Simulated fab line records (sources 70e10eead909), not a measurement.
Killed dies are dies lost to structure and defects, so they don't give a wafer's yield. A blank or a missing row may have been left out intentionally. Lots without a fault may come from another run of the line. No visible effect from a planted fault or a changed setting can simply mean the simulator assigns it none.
Check for tools in common / flow nand_harc / Sampled: 12 lots, 36 wafers

== WHAT PROMPTED THE OPENING ==
At NHARC_END_SORT_01 the reading sort_bin_3_pct is flagged on 2 of 12 lots. No-fault wafers: 0.28 %, standard deviation 0.22.
Rule: a lot is flagged when every wafer of it that has a number lies more than 4 standard deviations from that mean, or none has a number. The rest of the lots are taken to be sound.

lot=L827; measured=day 19 12:20; on=prober-01; sort_bin_3_pct (%), wafer by wafer=0.30 0.15 0.15; flag=
lot=L825; measured=day 19 12:20; on=prober-02; sort_bin_3_pct (%), wafer by wafer=0.15 0.59 0; flag=
lot=L826; measured=day 19 20:08; on=prober-02; sort_bin_3_pct (%), wafer by wafer=0 0.44 0.15; flag=
lot=L828; measured=day 20 05:33; on=prober-02; sort_bin_3_pct (%), wafer by wafer=0.59 0.15 0.15; flag=
lot=L832; measured=day 21 05:57; on=prober-02; sort_bin_3_pct (%), wafer by wafer=0.15 0 0.44; flag=
lot=L838; measured=day 22 11:03; on=prober-02; sort_bin_3_pct (%), wafer by wafer=0.44 0.44 0.44; flag=
lot=L840; measured=day 23 02:01; on=prober-01; sort_bin_3_pct (%), wafer by wafer=2.66 2.95 3.69; flag=FLAGGED
lot=L837; measured=day 23 02:02; on=prober-02; sort_bin_3_pct (%), wafer by wafer=2.36 3.55 3.10; flag=FLAGGED
lot=L842; measured=day 23 13:19; on=prober-01; sort_bin_3_pct (%), wafer by wafer=0.74 0.30 0.30; flag=
lot=L844; measured=day 23 20:45; on=prober-02; sort_bin_3_pct (%), wafer by wafer=0.15 0.30 0.30; flag=
lot=L845; measured=day 24 20:11; on=prober-01; sort_bin_3_pct (%), wafer by wafer=0.30 0.15 0.30; flag=
lot=L848; measured=day 25 06:27; on=prober-02; sort_bin_3_pct (%), wafer by wafer=0.44 0.30 0.30; flag=
The mean of the flagged lots' numbers is 3.05 %, +2.77 % from the usual (+13 standard deviations).

== EACH LOT AND THE TOOL IT RAN ON ==
Before the reading, the record contains 3 process steps out of a 1159-step route. Read each cell as the tool, then ch plus the chambers that the sampled wafers visited, then the start.
lot=L827; flag=; NHARC_A_M1_PRE_CLEAN_32=pecvd-01 ch 0,1, day 18 03:59; NHARC_THIN_TSV_ETCHBACK_48=rie_diel-01 ch 0,1,3, day 18 23:50; NHARC_THIN_TSV_ETCH_36=rie_metal-01 ch 0,1, day 19 03:59
lot=L825; flag=; NHARC_A_M1_PRE_CLEAN_32=pecvd-04 ch 0,1, day 17 23:38; NHARC_THIN_TSV_ETCHBACK_48=rie_diel-01 ch 1,3, day 19 01:58; NHARC_THIN_TSV_ETCH_36=rie_metal-03 ch 0,1, day 19 06:11
lot=L826; flag=; NHARC_A_M1_PRE_CLEAN_32=pecvd-03 ch 0,1,2, day 18 04:50; NHARC_THIN_TSV_ETCHBACK_48=rie_diel-13 ch 1,2,3, day 19 03:15; NHARC_THIN_TSV_ETCH_36=rie_metal-01 ch 0,1, day 19 07:28
lot=L828; flag=; NHARC_A_M1_PRE_CLEAN_32=pecvd-04 ch 1,2, day 18 11:21; NHARC_THIN_TSV_ETCHBACK_48=rie_diel-06 ch 0,1,2, day 19 09:04; NHARC_THIN_TSV_ETCH_36=rie_metal-01 ch 0, day 19 13:17
lot=L832; flag=; NHARC_A_M1_PRE_CLEAN_32=pecvd-03 ch 0,1, day 19 20:46; NHARC_THIN_TSV_ETCHBACK_48=rie_diel-01 ch 0,1,3, day 20 16:02; NHARC_THIN_TSV_ETCH_36=rie_metal-03 ch 0,1, day 20 20:17
lot=L838; flag=; NHARC_A_M1_PRE_CLEAN_32=pecvd-04 ch 1,2, day 20 22:11; NHARC_THIN_TSV_ETCHBACK_48=rie_diel-13 ch 0,1, day 21 18:43; NHARC_THIN_TSV_ETCH_36=rie_metal-01 ch 1, day 21 23:12
lot=L840; flag=FLAGGED; NHARC_A_M1_PRE_CLEAN_32=pecvd-01 ch 0,2, day 21 17:26; NHARC_THIN_TSV_ETCHBACK_48=rie_diel-06 ch 2,3, day 22 14:29; NHARC_THIN_TSV_ETCH_36=rie_metal-01 ch 0,1, day 22 18:53
lot=L837; flag=FLAGGED; NHARC_A_M1_PRE_CLEAN_32=pecvd-01 ch 0,1,2, day 21 16:29; NHARC_THIN_TSV_ETCHBACK_48=rie_diel-01 ch 2,3, day 22 13:11; NHARC_THIN_TSV_ETCH_36=rie_metal-02 ch 0,1, day 22 17:38
lot=L842; flag=; NHARC_A_M1_PRE_CLEAN_32=pecvd-03 ch 0,1, day 21 23:44; NHARC_THIN_TSV_ETCHBACK_48=rie_diel-06 ch 0,1,2, day 22 22:39; NHARC_THIN_TSV_ETCH_36=rie_metal-03 ch 0,1, day 23 02:44
lot=L844; flag=; NHARC_A_M1_PRE_CLEAN_32=pecvd-03 ch 0,1,2, day 22 08:23; NHARC_THIN_TSV_ETCHBACK_48=rie_diel-01 ch 2,3, day 23 07:19; NHARC_THIN_TSV_ETCH_36=rie_metal-02 ch 0,1, day 23 11:34
lot=L845; flag=; NHARC_A_M1_PRE_CLEAN_32=pecvd-04 ch 0,1, day 23 10:43; NHARC_THIN_TSV_ETCHBACK_48=rie_diel-01 ch 1,3, day 24 05:59; NHARC_THIN_TSV_ETCH_36=rie_metal-03 ch 0,1, day 24 10:11
lot=L848; flag=; NHARC_A_M1_PRE_CLEAN_32=pecvd-04 ch 0,2, day 23 22:10; NHARC_THIN_TSV_ETCHBACK_48=rie_diel-06 ch 0,1,2, day 24 19:56; NHARC_THIN_TSV_ETCH_36=rie_metal-01 ch 0,1, day 25 00:12
What the steps here do:
- NHARC_A_M1_PRE_CLEAN_32: time 12 s.
- NHARC_THIN_TSV_ETCHBACK_48: etches the open film in C4F8/Ar, target depth 1028.5 nm, time 405.17 s.
- NHARC_THIN_TSV_ETCH_36: etches the open film in Cl2/BCl3, target depth 65 nm, time 18.571 s.
- NHARC_END_SORT_01

== FLAGGED AGAINST TOTAL, ONE TOOL AT A TIME (gauges that did the reading follow at the end) ==
step=NHARC_A_M1_PRE_CLEAN_32; tool=pecvd-01; lots run=3; flagged=2; share of the flagged lots=all; sound lots run after its first flagged lot=0
step=NHARC_A_M1_PRE_CLEAN_32; tool=pecvd-03; lots run=4; flagged=0; share of the flagged lots=none; sound lots run after its first flagged lot=-
step=NHARC_A_M1_PRE_CLEAN_32; tool=pecvd-04; lots run=5; flagged=0; share of the flagged lots=none; sound lots run after its first flagged lot=-
step=NHARC_THIN_TSV_ETCHBACK_48; tool=rie_diel-01; lots run=6; flagged=1; share of the flagged lots=some; sound lots run after its first flagged lot=2 (L844,L845)
step=NHARC_THIN_TSV_ETCHBACK_48; tool=rie_diel-06; lots run=4; flagged=1; share of the flagged lots=some; sound lots run after its first flagged lot=2 (L842,L848)
step=NHARC_THIN_TSV_ETCHBACK_48; tool=rie_diel-13; lots run=2; flagged=0; share of the flagged lots=none; sound lots run after its first flagged lot=-
step=NHARC_THIN_TSV_ETCH_36; tool=rie_metal-01; lots run=6; flagged=1; share of the flagged lots=some; sound lots run after its first flagged lot=1 (L848)
step=NHARC_THIN_TSV_ETCH_36; tool=rie_metal-02; lots run=2; flagged=1; share of the flagged lots=some; sound lots run after its first flagged lot=1 (L844)
step=NHARC_THIN_TSV_ETCH_36; tool=rie_metal-03; lots run=4; flagged=0; share of the flagged lots=none; sound lots run after its first flagged lot=-
step=NHARC_END_SORT_01; tool=prober-01; lots run=4; flagged=1; share of the flagged lots=some; sound lots run after its first flagged lot=2 (L842,L845)
step=NHARC_END_SORT_01; tool=prober-02; lots run=8; flagged=1; share of the flagged lots=some; sound lots run after its first flagged lot=2 (L844,L848)

== THE TABLE: WHAT IT ALLOWS ==
All flagged lots share 1 row of the table, namely pecvd-01 at NHARC_A_M1_PRE_CLEAN_32.
- pecvd-01 at NHARC_A_M1_PRE_CLEAN_32: 2 of its 3 lots flagged. Last sound lot L827 at day 18 03:59, first flagged lot L837 at day 21 16:29; a fault beginning in between fits.
Left over: one tool, pecvd-01 at NHARC_A_M1_PRE_CLEAN_32.

== WHAT THE SIMULATOR HAD INSERTED ==
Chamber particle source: pecvd-01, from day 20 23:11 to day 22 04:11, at NHARC_A_M1_PRE_CLEAN_32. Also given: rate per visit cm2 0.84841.
Lots struck among those shown: L840, L837. The rule given above showed the same thing.
